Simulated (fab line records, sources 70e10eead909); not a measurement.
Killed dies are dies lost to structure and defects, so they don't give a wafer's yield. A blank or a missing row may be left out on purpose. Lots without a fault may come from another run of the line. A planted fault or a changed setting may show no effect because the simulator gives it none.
Problem report in the 8D (eight disciplines) form, filled by code | flow nand_harc | the parts of the form that need people (team, actions taken, sign-off) are left out

1. THE PROBLEM
VT_DECK1_MEDIAN_NEAR_BOTTOM at NHARC_END_WLT_00 reads a mean of 0.904 on 3 wafers of 1 lot; wafers without a fault read 0.872 with a standard deviation of 0.006. That is +5.3 standard deviations from the usual mean.
First seen on wafer L489.2, day 29 23:47, on prober-01. The record holds 39 wafers of 13 lots with a number at this step. Rule for "out", or "out of limits": more than 4 standard deviations from the usual mean. The other wafers with a number count as sound.

2. WHAT IT IS AND WHAT IT IS NOT
question                    | is                                                                                                                                       | is not
which readings at this step | VT_DECK1_MEDIAN_NEAR_BOTTOM, VT_DECK1_BOTTOM, VT_DECK1_BOTTOM_INNER, VT_DECK1_MEDIAN_NEAR_BOTTOM_INNER, VT_DECK1_TOP, VT_DECK1_TOP_INNER | VT_DECK2_BOTTOM, VT_DECK2_BOTTOM_INNER, VT_DECK2_MEDIAN_NEAR_BOTTOM, VT_DECK2_MEDIAN_NEAR_BOTTOM_INNER, VT_DECK2_MIDDLE, VT_DECK2_MIDDLE_INNER, VT_DECK2_TOP_INNER
which lots                  | L489                                                                                                                                     | L474, L475, L477, L478, L479, L481, L484, L485, L486, L487, L492, L497
which wafers of those lots  | all that have a number                                                                                                                   | -
read on which gauges        | prober-01                                                                                                                                | prober-02
when                        | from day 29 23:47                                                                                                                        | up to then (30 sound wafers); but 6 sound wafers of L492, L497 came after

3. SUSPECTS, AND WHAT RULES EACH OUT
Counting: a tool at a process step up to the reading stays a suspect if it ran every lot that is out and no sound lot after the first of them.
- the gauge at NHARC_END_WLT_00: kept. All the wafers that are out were read on prober-01, and no step on other tools shows them out.
- ecd_cu-01 at NHARC_A_M0_ECD_22 (material Cu, target thk 400 nm): kept. It ran the lot that is out, L489 (day 28 08:27), and no sound lot after that; its last sound lot up to then is L487 (day 28 07:19).
- rtp_anneal-01 at NHARC_A_BONDPAD_ANNEAL_28 (time 90 s): ruled out as a lasting fault. Sound lots L492 ran on it after its first lot that is out, L489 (day 28 17:23).
- plasma_asher-02 at NHARC_THIN_TSV_STRIP_45 (strips in O2): ruled out as a lasting fault. Sound lots L492, L497 ran on it after its first lot that is out, L489 (day 29 08:47).
Left after counting: ecd_cu-01 at NHARC_A_M0_ECD_22, prober-01 at NHARC_END_WLT_00.

4. THE CAUSE (what the simulator had put in)
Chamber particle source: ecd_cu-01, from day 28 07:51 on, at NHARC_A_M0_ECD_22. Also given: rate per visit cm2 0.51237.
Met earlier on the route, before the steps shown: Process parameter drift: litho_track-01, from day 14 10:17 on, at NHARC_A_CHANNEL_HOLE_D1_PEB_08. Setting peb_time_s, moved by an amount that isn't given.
Counting left 2 suspects, and this tool is among them.

5. THE CHAIN OF EFFECTS, in route order
Each row: a reading whose mean over the struck wafers that have a number lies more than 3 standard deviations from the usual. Only readings for which the record gives a usual standard deviation are gone through. hours: the time from each lot's start at the first step in this table that gives one to its start at this step, as a median over the lots. sigmas: the change in usual standard deviations.
hours | step             | reading                           | usual | on struck wafers | change | sigmas
0     | NHARC_END_WLT_00 | VT_DECK1_BOTTOM                   | 0.870 | 0.905            | +0.035 | +5.4
0     | NHARC_END_WLT_00 | VT_DECK1_BOTTOM_INNER             | 0.871 | 0.904            | +0.033 | +4.9
0     | NHARC_END_WLT_00 | VT_DECK1_MEDIAN_NEAR_BOTTOM       | 0.872 | 0.904            | +0.032 | +5.3
0     | NHARC_END_WLT_00 | VT_DECK1_MEDIAN_NEAR_BOTTOM_INNER | 0.872 | 0.908            | +0.036 | +5.7
0     | NHARC_END_WLT_00 | VT_DECK1_MIDDLE                   | 0.885 | 0.913            | +0.028 | +4.3
0     | NHARC_END_WLT_00 | VT_DECK1_MIDDLE_INNER             | 0.884 | 0.911            | +0.027 | +4.4
0     | NHARC_END_WLT_00 | VT_DECK1_TOP                      | 0.896 | 0.925            | +0.029 | +5.1
0     | NHARC_END_WLT_00 | VT_DECK1_TOP_INNER                | 0.896 | 0.927            | +0.031 | +4.8

6. WHAT WOULD HAVE CAUGHT IT SOONER
In this record the first reading out of limits at a measuring or inspecting step was taken at day 29 23:47, 40 hours after the fault began at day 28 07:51.
All the lots that are out (1) had begun NHARC_A_M0_ECD_22 on ecd_cu-01 by day 29 23:47. A hold on the tool at that time would have spared none of them.
